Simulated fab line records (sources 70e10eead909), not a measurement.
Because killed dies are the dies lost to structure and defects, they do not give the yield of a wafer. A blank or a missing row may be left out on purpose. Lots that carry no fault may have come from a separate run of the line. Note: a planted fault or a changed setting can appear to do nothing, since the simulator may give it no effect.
fab line records	flow nandHarc
record lots=6	wafers=18	lastDay=25
route steps=1159 shown A_WL_FILL@830 A_CONTACT@840 END@1159
lots that met no fault: from a run of the same line without faults
startH: start of the lot's first displayed wafer, in hours after the record's first day	waitH: time in hours since the lot's previous step	" unchanged from the row above	L1.1+2: one row covering several wafers at once	- either no value or no given start	* or withheld: withheld	< > ~ a bound
route shown NAME@n: names a module that has steps shown in the file, with the first one's number in the route	usual: mean/standard deviation taken from wafers without a fault	same: alike in all rows	chamber/n: place in a boat	sites: each site's reading	_std_site: standard deviation across them	_edge_site: mean of outer sites minus mean of inner sites	radiusMm: how far each site lies from the wafer's centre	mask NAME#n: copy n	behind: the tool/chamber that last shaped the wafer	hold: cause of the lot's hold/its duration in hours/its outcome	device: which transistor (n, p or np) failed to switch	end of line: the tests these same wafers got at the end of their route	a step with no rows: only its recipe	killed: dies that structure and defects cost at the first sort, which is not the same as the wafer's yield	map: per-die view of a wafer (x killed, . not killed, _ where there is no die)
set.NAME: the setting as run; set.NAME@STEP: as run at that earlier step	model.NAME: the simulator's own value behind a step, which no gauge read
lots at some steps of the route; a table a step, a row a wafer
services: the hour from which a tool's chamber was out of use, counted from the record's first day as startH (under 0 if before that day), plus the number of hours and why
## steps
# step NHARC_A_WL_FILL_PRECLEAN_30
# recipe timeS=10	chemistry=dHF
# step NHARC_A_WL_FILL_SRD_14
# step NHARC_A_WL_FILL_ALD_19
# recipe targetThkA=20	pulseTimeS=3	aldCycles=100	tempC=450	material=TiN
# step NHARC_A_WL_FILL_CVD_20
# recipe targetThkA=750	tempC=300	pressureTorr=40	wf6FlowSccm=40	h2FlowSccm=1600	arFlowSccm=1560	timeS=5064	material=W
# step NHARC_A_WL_FILL_CMP_12
# recipe tOverpolishS=30	targetThkNm=75
# step NHARC_A_WL_FILL_SRD_31
# step NHARC_A_WL_FILL_INSPECT_15
# usual rawDefectCount=381/130
lot.wafer	tool	chamber	startH	waitH	rawDefectCount
L459.1	defectInspect-01	-	360.06	0.1	276
L459.4	"	-	"	"	278
L459.5	"	-	"	"	330
L461.2	defectInspect-02	-	367.91	0.0	464
L461.3	"	-	"	"	447
L461.4	"	-	"	"	302
L469.1	defectInspect-02	-	423.46	0.0	679
L469.2	"	-	"	"	521
L469.6	"	-	"	"	454
L466.3	defectInspect-02	-	430.55	0.1	318
L466.5	"	-	"	"	286
L466.6	"	-	"	"	263
L479.3	defectInspect-01	-	495.39	0.0	247
L479.4	"	-	"	"	454
L479.5	"	-	"	"	341
L481.2	defectInspect-02	-	506.22	0.0	411
L481.4	"	-	"	"	441
L481.5	"	-	"	"	384
# step NHARC_A_CONTACT_DEP_24
# recipe targetThkA=5000	tempC=400	pressureTorr=6.5	rfW=900	teosFlowSccm=161.4	flowSccm=2650	targetThkNm=500	gas=O2	material=SiO2
# step NHARC_A_CONTACT_DEP_28
# recipe targetThkA=36000	tempC=400	material=aC
# usual susceptorTempC=399.98/0.26	throttleValvePct=35.000/0.0084
lot.wafer	tool	chamber	startH	waitH	susceptorTempC	throttleValvePct
L459.1	aclDep-01	0	362.51	1.8	-	35.004
L459.4	"	0	363.60	2.9	-	35.007
L459.5	"	0	"	"	-	35.008
L461.2	aclDep-02	0	368.96	0.4	399.71	35.000
L461.3	"	0	"	"	399.63	35.005
L461.4	"	0	"	"	399.90	34.990
L469.1	aclDep-02	0	424.40	0.1	-	34.998
L469.2	"	0	"	"	-	34.993
L469.6	"	0	426.20	1.9	-	35.001
L466.3	aclDep-02	0	431.96	0.8	400.05	34.993
L466.5	"	0	"	"	400.53	35.008
L466.6	"	0	"	"	400.29	35.003
L479.3	aclDep-02	0	496.78	0.8	-	35.010
L479.4	"	0	"	"	-	35.003
L479.5	"	0	"	"	-	35.008
L481.2	aclDep-03	0	507.25	0.4	-	34.999
L481.4	"	0	"	"	-	34.989
L481.5	"	0	"	"	-	35.001
# step NHARC_A_CONTACT_DEP_29
# recipe targetThkA=700	targetThkNm=70	tempC=400	pressureTorr=3.5	flowSccm=200	rfW=350	material=SiON
# usual chamberPressureTorr=3.501/0.0082	heaterPowerOuterW=444/98	heaterPowerW=736/140	susceptorTempC=400.02/0.23
lot.wafer	tool	chamber	startH	waitH	chamberPressureTorr	heaterPowerOuterW	heaterPowerW	susceptorTempC
L459.1	pecvd-03	1	364.77	1.9	3.486	405	639	400.13
L459.5	"	0	"	"	3.503	509	890	399.98
L459.4	"	1	"	"	3.501	398	641	400.13
L461.3	pecvd-01	0	370.88	1.2	3.513	497	790	399.51
L461.2	"	1	"	"	3.497	319	579	400.09
L461.4	"	1	"	"	3.494	325	587	400.06
L469.1	pecvd-04	2	426.66	1.9	3.495	423	665	400.15
L469.2	"	1	"	"	3.533	605	903	399.76
L469.6	"	0	"	"	3.497	345	554	400.20
L466.3	pecvd-04	0	433.52	1.2	3.499	381	639	399.87
L466.5	"	1	"	"	3.499	591	893	400.37
L466.6	"	2	"	"	3.489	407	649	400.35
L479.3	pecvd-04	0	498.25	1.1	3.484	342	567	399.95
L479.5	"	0	"	"	3.500	344	581	400.31
L479.4	"	2	"	"	3.508	396	642	400.11
L481.2	pecvd-04	1	509.16	1.5	3.510	658	972	399.92
L481.5	"	2	"	"	3.504	459	705	400.25
L481.4	"	1	"	"	3.515	655	987	399.91
# step NHARC_A_CONTACT_DEHYDRATE_32
# recipe tempC=150	timeS=120
# step NHARC_A_CONTACT_HMDS_33
# recipe timeS=30
# step NHARC_A_CONTACT_COAT_34
# recipe tempC=260	timeS=75
# step NHARC_A_CONTACT_COAT_35
# recipe tempC=225	timeS=65
# step NHARC_A_CONTACT_COAT_36
# recipe spinRpm=1500	resistThkNm=90
# step NHARC_A_CONTACT_SOFTBAKE_37
# recipe tempC=105	timeS=55
# step NHARC_A_CONTACT_EBR_38
# step NHARC_A_CONTACT_EXPOSE_39
# recipe na=1.35	sigmaOuter=0.8	doseMj=58.79	maskId=A_CC_3
# step NHARC_A_CONTACT_PEB_40
# recipe pebTempC=100	pebTimeS=65
# step NHARC_A_CONTACT_DEVELOP_41
# recipe developTimeS=35	devTempC=23
# step NHARC_A_CONTACT_CD_MEAS_42
# recipe targetCdNm=200	landingEnergyEv=500
# usual cdNm=199.7/0.45
# same landingEnergyEv=500
lot.wafer	tool	chamber	startH	waitH	cdNm
L459.1	cdSem-01	0	365.43	-	199.8
L459.4	"	0	"	"	200.2
L459.5	"	0	"	"	199.8
L461.2	cdSem-01	0	371.48	-	199.9
L461.3	"	0	"	"	199.1
L461.4	"	0	"	"	199.8
L469.1	cdSem-02	0	427.38	-	199.9
L469.2	"	0	"	"	199.8
L469.6	"	0	"	"	200.4
L466.3	cdSem-03	0	434.19	-	199.8
L466.5	"	0	"	"	199.9
L466.6	"	0	"	"	200.1
L479.3	cdSem-03	0	498.97	-	200.1
L479.4	"	0	"	"	199.4
L479.5	"	0	"	"	199.8
L481.2	cdSem-03	0	509.70	-	199.6
L481.4	"	0	"	"	198.9
L481.5	"	0	"	"	199.0
# step NHARC_A_CONTACT_OVL_MEAS_43
# usual overlayXNm=-0.2/0.7	overlayYNm=0.0/1
lot.wafer	tool	chamber	startH	waitH	overlayXNm	overlayYNm
L459.1	overlay-02	-	365.52	-	0.2	1.1
L459.4	"	-	"	"	-0.9	0.6
L459.5	"	-	"	"	-0.4	0.9
L461.2	overlay-01	-	371.56	-	-0.6	-0.2
L461.3	"	-	"	"	-0.9	0.1
L461.4	"	-	"	"	-0.2	-0.2
L469.1	overlay-01	-	427.47	-	0.8	0.5
L469.2	"	-	"	"	0.9	-0.1
L469.6	"	-	"	"	1.4	-0.1
L466.3	overlay-02	-	434.27	-	0.1	0.5
L466.5	"	-	"	"	0.1	-0.3
L466.6	"	-	"	"	0.6	0.4
L479.3	overlay-02	-	499.06	-	0.0	-2.3
L479.4	"	-	"	"	-0.4	-2.2
L479.5	"	-	"	"	-0.3	-1.5
L481.2	overlay-02	-	509.80	-	-0.4	0.3
L481.4	"	-	"	"	-1.1	-0.3
L481.5	"	-	"	"	-0.9	0.1
# step NHARC_A_CONTACT_INSPECT_44
# usual rawDefectCount=29/14
lot.wafer	tool	chamber	startH	waitH	rawDefectCount
L459.1	defectInspect-01	-	365.56	0.0	33
L459.4	"	-	"	"	41
L459.5	"	-	"	"	39
L461.2	defectInspect-01	-	371.60	0.0	17
L461.3	"	-	"	"	9
L461.4	"	-	"	"	11
L469.1	defectInspect-02	-	427.50	0.0	22
L469.2	"	-	"	"	22
L469.6	"	-	"	"	34
L466.3	defectInspect-01	-	434.31	0.0	58
L466.5	"	-	"	"	39
L466.6	"	-	"	"	57
L479.3	defectInspect-01	-	499.09	0.0	50
L479.4	"	-	"	"	71
L479.5	"	-	"	"	51
L481.2	defectInspect-02	-	509.85	0.1	10
L481.4	"	-	"	"	24
L481.5	"	-	"	"	15
# step NHARC_A_CONTACT_DESCUM_47
# recipe timeS=3	o2FlowSccm=200	arFlowSccm=0	biasPowerW=0	chemistry=O2
# usual drypumpMotorCurrentA=5.8/0.44	oesProductAu=1.001/0.0085	rfVppV=57.8/0.82	showerheadPlenumPTorr=1.93/0.095	throttleValvePct=11.311/0.009
lot.wafer	tool	chamber	startH	waitH	drypumpMotorCurrentA	oesProductAu	rfHoursCounterH	rfVppV	showerheadPlenumPTorr	throttleValvePct
L459.1	rieDiel-04	2	365.62	0.1	5.8	0.991	13	57.0	1.89	11.325
L459.4	"	3	"	"	5.1	1.008	12	58.0	1.82	11.324
L459.5	"	3	"	"	5.1	0.998	-	58.2	1.82	11.318
L461.4	rieDiel-04	0	371.66	0.1	5.9	1.001	15	57.6	1.95	11.327
L461.3	"	1	"	"	5.5	0.994	15	57.5	2.04	11.307
L461.2	"	2	"	"	5.8	0.984	15	57.1	1.89	11.314
L469.1	rieDiel-13	1	427.57	0.1	5.3	0.999	56	57.2	1.80	11.310
L469.2	"	2	"	"	6.5	1.002	57	57.7	2.06	11.316
L469.6	"	0	"	"	5.7	1.011	-	58.1	1.92	11.312
L466.3	rieDiel-04	2	434.39	0.1	5.8	0.994	25	57.4	1.88	11.314
L466.5	"	0	"	"	5.8	1.013	-	58.5	1.95	11.284
L466.6	"	1	"	"	5.5	1.007	-	57.8	2.04	11.311
L479.4	rieDiel-06	3	499.16	0.1	6.3	0.992	30	58.7	2.07	11.310
L479.3	"	1	"	"	6.5	1.007	29	57.6	1.98	11.328
L479.5	"	3	"	"	6.3	0.996	-	57.8	2.07	11.303
L481.2	rieDiel-04	0	509.93	0.1	5.8	1.002	5	57.8	1.94	11.305
L481.4	"	1	"	"	5.4	1.000	5	59.0	2.03	11.306
L481.5	"	1	"	"	5.5	1.006	-	59.3	2.03	11.315
# step NHARC_A_CONTACT_ETCH_48
# recipe targetDepthA=390	overEtchFrac=0.3	timeS=65	ionEnergyEv=80	cf4FlowSccm=150	arFlowSccm=0	rfW=300	biasW=100	chemistry=CF4
# step NHARC_A_CONTACT_ETCH_49
# recipe targetDepthA=2600	overEtchFrac=0.3	timeS=475.3	ionEnergyEv=200	n2FlowSccm=150	h2FlowSccm=150	arFlowSccm=0	rfW=400	biasW=150	chemistry=N2/H2
# step NHARC_A_CONTACT_ETCH_50
# recipe targetDepthA=847	timeS=42.4	cf4FlowSccm=100	chf3FlowSccm=30	arFlowSccm=0	rfW=500	biasW=200	chemistry=CF4/CHF3
# step NHARC_A_CONTACT_ETCH_51
# recipe targetDepthA=36000	overEtchFrac=0.3	timeS=936	ionEnergyEv=150	o2FlowSccm=400	cosFlowSccm=20	arFlowSccm=0	rfW=500	biasW=300	chemistry=O2/COS
# step NHARC_A_CONTACT_ETCH_111
# recipe sourceW=withheld	pressureMtorr=20	biasV=withheld	timeS=140	targetDepthA=7000	arFlowSccm=withheld	c4f8FlowSccm=withheld	o2FlowSccm=withheld	chemistry=C4F8/O2/Ar
# step NHARC_A_CONTACT_ETCH_112
# recipe sourceW=withheld	pressureMtorr=20	biasV=3000	timeS=94	targetDepthA=9220	arFlowSccm=withheld	c4f8FlowSccm=withheld	o2FlowSccm=withheld	chemistry=C4F8/O2/Ar
# step NHARC_A_CONTACT_ETCH_113
# recipe sourceW=withheld	pressureMtorr=20	biasV=3000	timeS=94	targetDepthA=9220	arFlowSccm=withheld	c4f8FlowSccm=withheld	o2FlowSccm=withheld	chemistry=C4F8/O2/Ar
# step NHARC_A_CONTACT_ETCH_114
# recipe sourceW=withheld	pressureMtorr=20	biasV=3000	timeS=94	targetDepthA=9220	arFlowSccm=withheld	c4f8FlowSccm=withheld	o2FlowSccm=withheld	chemistry=C4F8/O2/Ar
lot.wafer	tool	chamber	startH	waitH	rfHoursCounterH
L459.1	harCapEtch-03	1	367.26	0.1	87
L459.4	"	0	"	"	-
L459.5	"	1	"	"	-
L461.2	harCapEtch-02	0	373.31	0.1	9
L461.3	"	0	"	"	-
L461.4	"	1	"	"	-
L469.2	harCapEtch-03	1	429.23	0.1	97
L469.1	"	0	"	"	97
L469.6	"	1	"	"	-
L466.3	harCapEtch-02	0	436.08	0.1	-
L466.5	"	0	"	"	-
L466.6	"	1	"	"	-
L479.3	harCapEtch-03	0	500.90	0.1	-
L479.4	"	1	"	"	-
L479.5	"	0	"	"	-
L481.2	harCapEtch-01	0	511.58	0.1	73
L481.4	"	0	"	"	-
L481.5	"	0	"	"	-
# step NHARC_A_CONTACT_ETCH_115
# recipe sourceW=withheld	pressureMtorr=20	biasV=3000	timeS=94	targetDepthA=9220	arFlowSccm=withheld	c4f8FlowSccm=withheld	o2FlowSccm=withheld	chemistry=C4F8/O2/Ar
# step NHARC_A_CONTACT_ETCH_116
# recipe sourceW=withheld	pressureMtorr=20	biasV=3000	timeS=94	targetDepthA=9220	arFlowSccm=withheld	c4f8FlowSccm=withheld	o2FlowSccm=withheld	chemistry=C4F8/O2/Ar
lot.wafer	tool	chamber	startH	waitH	rfHoursCounterH
L459.1	harCapEtch-03	1	367.45	0.1	88
L459.4	"	0	"	"	-
L459.5	"	1	"	"	-
L461.2	harCapEtch-02	0	373.50	0.1	9
L461.3	"	0	"	"	-
L461.4	"	1	"	"	-
L469.2	harCapEtch-03	1	429.41	0.1	97
L469.1	"	0	"	"	97
L469.6	"	1	"	"	-
L466.3	harCapEtch-02	0	436.26	0.1	-
L466.5	"	0	"	"	-
L466.6	"	1	"	"	-
L479.3	harCapEtch-03	0	501.08	0.1	-
L479.4	"	1	"	"	-
L479.5	"	0	"	"	-
L481.2	harCapEtch-01	0	511.76	0.1	73
L481.4	"	0	"	"	-
L481.5	"	0	"	"	-
# step NHARC_A_CONTACT_ETCH_117
# recipe sourceW=withheld	pressureMtorr=20	biasV=3000	timeS=94	targetDepthA=9220	arFlowSccm=withheld	c4f8FlowSccm=withheld	o2FlowSccm=withheld	chemistry=C4F8/O2/Ar
# step NHARC_A_CONTACT_ETCH_118
# recipe sourceW=withheld	pressureMtorr=20	biasV=3000	timeS=94	targetDepthA=9220	arFlowSccm=withheld	c4f8FlowSccm=withheld	o2FlowSccm=withheld	chemistry=C4F8/O2/Ar
# step NHARC_A_CONTACT_ETCH_119
# recipe sourceW=withheld	pressureMtorr=20	biasV=3000	timeS=94	targetDepthA=9220	arFlowSccm=withheld	c4f8FlowSccm=withheld	o2FlowSccm=withheld	chemistry=C4F8/O2/Ar
# step NHARC_A_CONTACT_ETCH_120
# recipe sourceW=withheld	pressureMtorr=20	biasV=3000	timeS=94	targetDepthA=9220	arFlowSccm=withheld	c4f8FlowSccm=withheld	o2FlowSccm=withheld	chemistry=C4F8/O2/Ar
lot.wafer	tool	chamber	startH	waitH	rfHoursCounterH
L459.1	harCapEtch-03	1	367.81	0.1	88
L459.4	"	0	"	"	-
L459.5	"	1	"	"	-
L461.2	harCapEtch-02	0	373.86	0.1	10
L461.3	"	0	"	"	-
L461.4	"	1	"	"	-
L469.2	harCapEtch-03	1	429.77	0.1	97
L469.1	"	0	"	"	97
L469.6	"	1	"	"	-
L466.3	harCapEtch-02	0	436.62	0.1	-
L466.5	"	0	"	"	-
L466.6	"	1	"	"	-
L479.3	harCapEtch-03	0	501.44	0.1	-
L479.4	"	1	"	"	-
L479.5	"	0	"	"	-
L481.2	harCapEtch-01	0	512.13	0.1	73
L481.4	"	0	"	"	-
L481.5	"	0	"	"	-
# step NHARC_END_SORT_01
# recipe tempC=25
# usual killedAtArray=26/11	killedAtOther=0.4/0.78	killedAtPeriphery=3.4/2.4	killedDies=29/11	killedOpen=3.1/1.9	killedShort=1.9/1.4
# same grossDies=677
lot.wafer	tool	chamber	startH	waitH	killedAtArray	killedAtOther	killedAtPeriphery	killedDies	killedOpen	killedShort
L469.1	prober-01	0	536.59	2.5	676	0	1	677	5	4
L469.2	prober-01	0	537.39	2.8	676	0	1	677	4	1
L466.5	prober-02	0	555.57	3.7	674	0	2	676	4	2
# killed by level:class
L469.1 A_CONTACT:areaDep=653 A_SLIT:chamberFilmFlake=8 A_CONTACT:chamberFilmFlake=5 P_M0:geometricParticle:open=1 A_ONON_D1:geometricParticle:open=1 A_CHANNEL_FILL_D1:geometricParticle:open=1 A_CHANNEL_FILL_D1:geometricParticle:short=1 A_WL_FILL:geometricParticle:short=1
L469.2 A_CONTACT:areaDep=651 A_SLIT:chamberFilmFlake=9 A_CONTACT:chamberFilmFlake=7 A_CHANNEL_HOLE_D1:chamberFilmFlake=4 A_CONTACT:geometricParticle:open=2 P_CONTACT:geometricParticle:open=1 A_SOURCE_PLATE:geometricParticle:short=1 A_STAIRCASE:geometricParticle:open=1
L466.5 A_CONTACT:areaDep=635 A_CHANNEL_HOLE_D1:chamberFilmFlake=19 A_SLIT:chamberFilmFlake=12 A_CONTACT:chamberFilmFlake=2 P_GATE:geometricParticle:open=1 P_M1:geometricParticle:open=1 A_WL_FILL:geometricParticle:short=1 A_BLC:geometricParticle:open=1
# map L466.5 (x killed, . not)
____________x____________
_________xxxxxxx_________
_______xxxxxxxxxxx_______
______xxxxxxxxxxxxx______
_____xxxxxxxxxxxxxxx_____
____xxxxxxxxxxxxxxxxx____
____xxxxxxxxxxxxxxxxx____
___xxxxxxxxxxxxxxxxxxx___
___xxxxxxxxxxxxxxxxxxx___
__xxxxxxxxxxxxxxxxxxxxx__
__xxxxxxxxxxxxxxxxxxxxx__
_xxxxxxxxxxxxxxxxxxxxxx._
_xxxxxxxxxxxxxxxxxxxxxxx_
_xxxxxxxxxxxxxxxxxxxxxxx_
_xxxxxxxxxxxxxxxxxxxxxxx_
_xxxxxxxxxxxxxxxxxxxxxxx_
xxxxxxxxxxxxxxxxxxxxxxxxx
xxxxxxxxxxxxxxxxxxxxxxxxx
xxxxxxxxxxxxxxxxxxxxxxxxx
xxxxxxxxxxxxxxxxxxxxxxxxx
xxxxxxxxxxxxxxxxxxxxxxxxx
_xxxxxxxxxxxxxxxxxxxxxxx_
_xxxxxxxxxxxxxxxxxxxxxxx_
_xxxxxxxxxxxxxxxxxxxxxxx_
_xxxxxxxxxxxxxxxxxxxxxxx_
_xxxxxxxxxxxxxxxxxxxxxxx_
__xxxxxxxxxxxxxxxxxxxxx__
__xxxxxxxxxxxxxxxxxxxxx__
___xxxxxxxxxxxxxxxxxxx___
___xxxxxxxxxxxxxxxxxxx___
____xxxxxxxxxxxxxxxxx____
____xxxxxxxxxxxxxxxxx____
_____xxxxxxxxxxxxxxx_____
______xxxxxxxxxxxxx______
_______xxxxxxxxxxx_______
_________xxxxxxx_________
____________x____________
# map L469.1 (x killed, . not)
____________x____________
_________xxxxxxx_________
_______xxxxxxxxxxx_______
______xxxxxxxxxxxxx______
_____xxxxxxxxxxxxxxx_____
____xxxxxxxxxxxxxxxxx____
____xxxxxxxxxxxxxxxxx____
___xxxxxxxxxxxxxxxxxxx___
___xxxxxxxxxxxxxxxxxxx___
__xxxxxxxxxxxxxxxxxxxxx__
__xxxxxxxxxxxxxxxxxxxxx__
_xxxxxxxxxxxxxxxxxxxxxxx_
_xxxxxxxxxxxxxxxxxxxxxxx_
_xxxxxxxxxxxxxxxxxxxxxxx_
_xxxxxxxxxxxxxxxxxxxxxxx_
_xxxxxxxxxxxxxxxxxxxxxxx_
xxxxxxxxxxxxxxxxxxxxxxxxx
xxxxxxxxxxxxxxxxxxxxxxxxx
xxxxxxxxxxxxxxxxxxxxxxxxx
xxxxxxxxxxxxxxxxxxxxxxxxx
xxxxxxxxxxxxxxxxxxxxxxxxx
_xxxxxxxxxxxxxxxxxxxxxxx_
_xxxxxxxxxxxxxxxxxxxxxxx_
_xxxxxxxxxxxxxxxxxxxxxxx_
_xxxxxxxxxxxxxxxxxxxxxxx_
_xxxxxxxxxxxxxxxxxxxxxxx_
__xxxxxxxxxxxxxxxxxxxxx__
__xxxxxxxxxxxxxxxxxxxxx__
___xxxxxxxxxxxxxxxxxxx___
___xxxxxxxxxxxxxxxxxxx___
____xxxxxxxxxxxxxxxxx____
____xxxxxxxxxxxxxxxxx____
_____xxxxxxxxxxxxxxx_____
______xxxxxxxxxxxxx______
_______xxxxxxxxxxx_______
_________xxxxxxx_________
____________x____________
## services
tool	chamber	startH	hours	kind
rieDiel-04	0	347.04	-	clean
rieDiel-04	1	347.04	-	clean
rieDiel-04	2	347.04	-	clean
rieDiel-04	3	347.04	-	clean
aclDep-02	-	350.55	13.0	pm
rieDiel-06	3	359.28	27.0	repair
rieDiel-04	0	371.54	-	clean
rieDiel-04	1	371.54	-	clean
rieDiel-04	2	371.54	-	clean
pecvd-04	-	376.00	13.0	pm
rieDiel-04	3	397.47	2.3	repair
pecvd-01	2	404.77	5.3	repair
aclDep-03	-	405.69	13.0	pm
rieDiel-06	-	418.27	9.0	pm
pecvd-01	-	418.35	13.0	pm
pecvd-01	-	442.65	0.6	repair
rieDiel-13	2	445.58	10.8	repair
rieDiel-13	-	453.25	9.0	pm
rieDiel-04	-	466.30	9.0	pm
pecvd-01	2	470.39	4.3	repair
pecvd-03	-	473.18	13.0	pm
aclDep-01	-	476.84	13.0	pm
pecvd-01	1	501.68	5.0	repair
pecvd-03	-	510.36	1.3	repair
## key
firstSign step=NHARC_END_SORT_01	reading=killedAtArray	direction=up	sigmas=61	usual=26	struck=675
effect step=NHARC_END_SORT_01	reading=killedDies	direction=up	sigmas=60	usual=29	struck=677
moreKillsBornAt NHARC_A_CONTACT_DEP_28@aclDep-02=1939
metAt NHARC_A_CONTACT_DEP_28
struckWafers L466.5,L469.1,L469.2
laterRowsLeftOut L466.5,L469.1,L469.2
testerLeftOut L466,L469
onsetBetween 368.96 424.40
fault kind=processParameterDrift	tool=aclDep-02	chamber=-	onsetH=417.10	steps=NHARC_A_CONTACT_DEP_28	channel=targetThkA	offset=*	shape=step	endH=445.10	scope=struckWafersOnly	actsIn=*	stated=*
# testerLeftOut: of these lots the tester's yield and bins aren't shown, on N5 and GAA mostly nor the transistor test; their killed dies are dies lost to structure and defects alone, not to doping, threshold or leakage, so they don't give the yield
# laterRowsLeftOut: the simulator's readings of these wafers behind a module that went badly wrong aren't trusted and aren't shown, but for the sort
